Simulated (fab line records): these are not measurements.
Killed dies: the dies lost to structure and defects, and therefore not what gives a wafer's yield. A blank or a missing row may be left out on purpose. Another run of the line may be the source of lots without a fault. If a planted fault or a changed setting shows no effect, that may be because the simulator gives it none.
Which tool is to blame?	flow n5 finfet	Sampling: 10 lots, 26 wafers, 7 of 1938 route steps

== WHAT THE GAUGES SHOWED, per wafer ==
N5_BEOL_M4_RC_MEAS_101. Usual: DIBL_N 36.4 mV/V, standard deviation 2.2; DIBL_P 36.3 mV/V, standard deviation 2.5; IOFF_N 0.17 nA/um, standard deviation 0.052; IOFF_P 0.23 nA/um, standard deviation 0.049; ION_N 674 uA/um, standard deviation 17; ION_P 464 uA/um, standard deviation 11; SS_N 71.7 mV/dec, standard deviation 0.98; SS_P 73.3 mV/dec, standard deviation 0.84; VT_N 250 mV, standard deviation 4; VT_P -249 mV, standard deviation 3.8.
lot	measured	on	DIBL_N (mV/V)	DIBL_P (mV/V)	IOFF_N (nA/um)	IOFF_P (nA/um)	ION_N (uA/um)	ION_P (uA/um)	SS_N (mV/dec)	SS_P (mV/dec)	VT_N (mV)	VT_P (mV)	flag
L359	day 8 18:25	prober-01	36.5 34.8	36.3 33.8	0.15 0.11	0.22 0.18	686 627	466 440	71.0 71.2	72.7 73.0	247 259	-249 -257	
L361	day 10 12:07	prober-02	37.2 38.7	36.4 39.8	0.19 0.22	0.25 0.33	657 654	448 455	73.0 72.3	74.4 75.3	248 247	-247 -245	
L362	day 10 17:19	prober-01	38.7 35.7 39.7	37.6 36.6 41.8	0.22 0.16 0.26	0.29 0.28 0.42	687 683 714	473 483 495	72.3 71.7 71.7	73.4 73.1 74.6	246 250 241	-240 -239 -238	
L360	day 10 23:06	prober-02	37.6 36.1 33.2	38.8 35.6 33.2	0.21 0.16 0.12	0.33 0.25 0.21	691 686 656	477 481 464	71.3 71.6 70.8	73.8 73.1 72.4	246 251 256	-242 -244 -247	
L365	day 11 07:29	prober-02	35.6 37.0 36.9	35.1 36.9 38.0	0.13 0.18 0.17	0.18 0.21 0.23	666 692 677	454 466 465	71.5 71.9 70.9	73.4 73.4 74.2	254 247 249	-254 -249 -249	
L366	day 11 19:10	prober-01	33.6 34.4 34.4	34.8 35.8 36.2	0.13 0.15 0.14	0.18 0.20 0.22	650 683 651	443 464 454	72.0 72.2 71.8	73.4 73.1 73.4	253 248 253	-252 -250 -252	
L377	day 14 05:27	prober-02	36.8 38.1	36.9 38.4	0.18 0.19	0.24 0.25	689 679	468 463	71.7 72.0	72.9 73.9	245 246	-248 -245	
L374	day 14 09:50	prober-01	38.8 38.0 38.1	38.8 36.3 37.9	0.24 0.21 0.20	0.27 0.22 0.25	700 649 688	478 447 467	71.9 73.6 72.5	74.3 74.4 73.7	243 248 245	-243 -251 -247	
L379	day 14 19:58	prober-02	35.2 35.0 36.6	34.1 34.6 36.3	0.15 0.14 0.17	0.20 0.20 0.23	683 675 689	464 466 470	71.3 71.2 72.5	72.3 72.1 73.7	249 251 249	-251 -250 -249	
L381	day 15 13:28	prober-01	33.5 34.1	34.5 34.9	0.12 0.14	0.19 0.20	652 674	459 470	71.2 70.4	72.9 71.8	255 248	-249 -249	

N5_BEOL_M12_THK_MEAS_50: measures by xrf. Usual: for M12_THK the level is 317 nm and the standard deviation is 7.
lot	measured	on	M12_THK (nm)	flag
L359	day 11 14:29	film metro-01	316 308	
L361	day 13 17:34	film metro-01	303 307	
L362	day 13 16:59	film metro-01	322 305 322	
L360	day 13 22:43	film metro-01	317 316 312	
L365	day 14 08:31	film metro-02	333 313 318	
L366	day 15 00:47	film metro-01	317 328 317	
L377	day 17 01:38	film metro-01	323 313	
L374	day 17 03:36	film metro-02	316 316 316	
L379	day 17 20:59	film metro-01	313 326 311	
L381	day 18 15:24	film metro-01	323 317	

N5_BEOL_M13_THK_MEAS_01. Usual: for M13_ILD_THK the level is 845 nm and the standard deviation is 11.
lot	measured	on	M13_ILD_THK (nm)	flag
L359	day 11 14:49	film metro-01	856 857	
L361	day 13 17:54	film metro-01	840 858	
L362	day 13 17:38	film metro-01	1675 1689 1723	OFF
L360	day 13 23:03	film metro-01	835 856 852	
L365	day 14 09:16	film metro-02	1712 1693 1705	OFF
L366	day 15 01:26	film metro-01	1672 1695 1706	OFF
L377	day 17 01:59	film metro-02	836 846	
L374	day 17 04:02	film metro-01	840 833 844	
L379	day 17 21:20	film metro-02	836 834 835	
L381	day 18 15:44	film metro-01	849 855	

N5_BEOL_M13_CD_MEAS_17: the cd target is 190 nm. Usual: cd nm reads 190.5 nm (standard deviation 2).
lot	measured	on	cd nm (nm)	flag
L359	day 11 16:01	cd sem-01	192.7 189.4	
L361	day 13 18:58	cd sem-02	191.8 188.5	
L362	day 13 18:36	cd sem-02	277.6 281.2 287.6	OFF
L360	day 14 00:38	cd sem-02	187.1 193.8 190.5	
L365	day 14 10:11	cd sem-03	284.0 282.4 280.7	OFF
L366	day 15 02:22	cd sem-02	280.3 281.7 283.4	OFF
L377	day 17 03:01	cd sem-01	189.9 189.4	
L374	day 17 04:59	cd sem-01	191.8 193.6 189.5	
L379	day 17 22:41	cd sem-01	190.3 192.8 189.7	
L381	day 18 16:40	cd sem-03	192.9 193.4	

== WHAT TOOL EACH LOT RAN ON (gives the tool, then ch and the chambers of the sampled wafers, and finally the start) ==
lot	N5_BEOL_M12_DEP_53	N5_BEOL_M13_ILD_DEP_00	N5_BEOL_M13_DESCUM_15
L359	pecvd-04 ch 0,2, day 11 14:33	pecvd-02 ch 0,1, day 11 14:40	rie diel-06 ch 0,2, day 11 15:29
L361	pecvd-01 ch 0,1, day 13 17:37	pecvd-03 ch 0, day 13 17:45	rie diel-01 ch 1,2, day 13 18:26
L362	pecvd-04 ch 0,1,2, day 13 17:03	pecvd-04 ch 0,1,2, day 13 17:10	rie diel-05 ch 0,2, day 13 18:02
L360	pecvd-01 ch 0,2, day 13 22:47	pecvd-03 ch 0,2, day 13 22:54	rie diel-01 ch 1,2, day 14 00:02
L365	pecvd-02 ch 1,2, day 14 08:35	pecvd-04 ch 0,2, day 14 08:43	rie diel-06 ch 0,1,3, day 14 09:39
L366	pecvd-02 ch 0,1, day 15 00:51	pecvd-04 ch 0,2, day 15 00:59	rie diel-01 ch 0,1, day 15 01:50
L377	pecvd-01 ch 0,2, day 17 01:42	pecvd-03 ch 1,2, day 17 01:50	rie diel-05 ch 1,2, day 17 02:29
L374	pecvd-04 ch 0,2, day 17 03:41	pecvd-04 ch 0,2, day 17 03:49	rie diel-05 ch 0,1,3, day 17 04:27
L379	pecvd-01 ch 0,1, day 17 21:03	pecvd-02 ch 0,1,2, day 17 21:11	rie diel-06 ch 0,1, day 17 22:09
L381	pecvd-02 ch 0,2, day 18 15:28	pecvd-03 ch 0,2, day 18 15:35	rie diel-05 ch 1,3, day 18 16:08
- N5_BEOL_M12_DEP_53: deposits SiCN from 3MS/NH3, target thk 30 nm, time 10.5 s.
- N5_BEOL_M13_ILD_DEP_00: deposits SiOC from DEMS/O2, target thk 837.92 nm, time 166.4 s.
- N5_BEOL_M13_DESCUM_15: chemistry O2, time 7.9 s.

== WHAT THE TOOLS THEMSELVES READ (means of the sampled wafers that have a number; where no wafer has one, the mark that the record gives instead) ==
N5_BEOL_M12_DEP_53. Usual: showerhead plenum p Torr 4.162 Torr, standard deviation 0.022; throttle valve pct 18.4 %, standard deviation 1.1.
lot	tool	showerhead plenum p Torr (Torr)	throttle valve pct (%)	flag
L359	pecvd-04	4.131	17.1	
L361	pecvd-01	4.174	19.4	
L362	pecvd-04	4.149	17.9	
L360	pecvd-01	4.171	18.7	
L365	pecvd-02	4.166	18.7	
L366	pecvd-02	4.179	18.8	
L377	pecvd-01	4.165	18.6	
L374	pecvd-04	4.127	17.1	
L379	pecvd-01	4.176	19.6	
L381	pecvd-02	4.175	17.9	

N5_BEOL_M13_ILD_DEP_00. Usual: heater power w 493 W, standard deviation 71; showerhead plenum p Torr 5.698 Torr, standard deviation 0.017; throttle valve pct 11.9 %, standard deviation 0.57.
lot	tool	heater power w (W)	showerhead plenum p Torr (Torr)	throttle valve pct (%)	flag
L359	pecvd-02	438	5.700	12.4	
L361	pecvd-03	422	5.714	11.9	
L362	pecvd-04	534	5.691	12.0	
L360	pecvd-03	457	5.705	11.7	
L365	pecvd-04	576	5.677	11.4	
L366	pecvd-04	534	5.680	11.4	
L377	pecvd-03	458	5.696	12.0	
L374	pecvd-04	595	5.681	11.4	
L379	pecvd-02	463	5.709	12.1	
L381	pecvd-03	492	5.708	11.9	

N5_BEOL_M13_DESCUM_15. Usual: drypump motor current A 5.76 A, standard deviation 0.28; oes product au 0.77 a.u., standard deviation 0.08; rf vpp V 242.7 V, standard deviation 1.4; showerhead plenum p Torr 2.07 Torr, standard deviation 0.06; temp c 39.98 C, standard deviation 0.12; throttle valve pct 20.4 %, standard deviation 0.3.
lot	tool	drypump motor current A (A)	oes product au (a.u.)	rf vpp V (V)	showerhead plenum p Torr (Torr)	temp c (C)	throttle valve pct (%)	flag
L359	rie diel-06	5.94	0.74	243.2	2.09	40.08	20.5	
L361	rie diel-01	5.88	0.74	243.9	2.12	39.80	20.5	
L362	rie diel-05	5.70	0.89	242.1	2.08	39.99	20.6	
L360	rie diel-01	5.97	0.76	244.4	2.10	40.00	20.4	
L365	rie diel-06	5.86	0.73	243.1	2.09	39.91	20.3	
L366	rie diel-01	5.82	0.77	242.3	2.05	39.96	20.2	
L377	rie diel-05	5.41	0.79	241.6	2.02	39.96	20.8	
L374	rie diel-05	5.57	0.71	241.8	2.01	40.01	20.5	
L379	rie diel-06	6.01	0.77	244.3	2.16	39.96	20.2	
L381	rie diel-05	5.46	0.71	242.6	1.98	40.09	20.5	

== THE ANSWER, worked out from the rows above alone ==
Rule: a lot is off if the mean of its wafers that have a number lies more than 3 standard deviations from the usual mean. Also off: a lot with no number at a reading for which 4 or more lots have one. Where the step has rows for the other lots, those lots are counted as sound. Order of review: gauges by route order, followed by the tools' own readings, for which a lot's mean as printed above is used. The first step at which some lot is off is used, and at that step the reading that is off furthest; a lot without a number counts as furthest.
Off: at N5_BEOL_M13_THK_MEAS_01 (M13_ILD_THK), L362, L365, L366.
A tool fits if, at a process step before that reading, it ran every lot that is off, and no sound lot after the first of them. Not tried: the gauges at N5_BEOL_M13_THK_MEAS_01; whatever is off there is also off at N5_BEOL_M13_CD_MEAS_17, on other tools, and gauge error can't account for it. None of those tried fits.

== WHAT HAD BEEN PUT IN BY THE SIMULATOR ==
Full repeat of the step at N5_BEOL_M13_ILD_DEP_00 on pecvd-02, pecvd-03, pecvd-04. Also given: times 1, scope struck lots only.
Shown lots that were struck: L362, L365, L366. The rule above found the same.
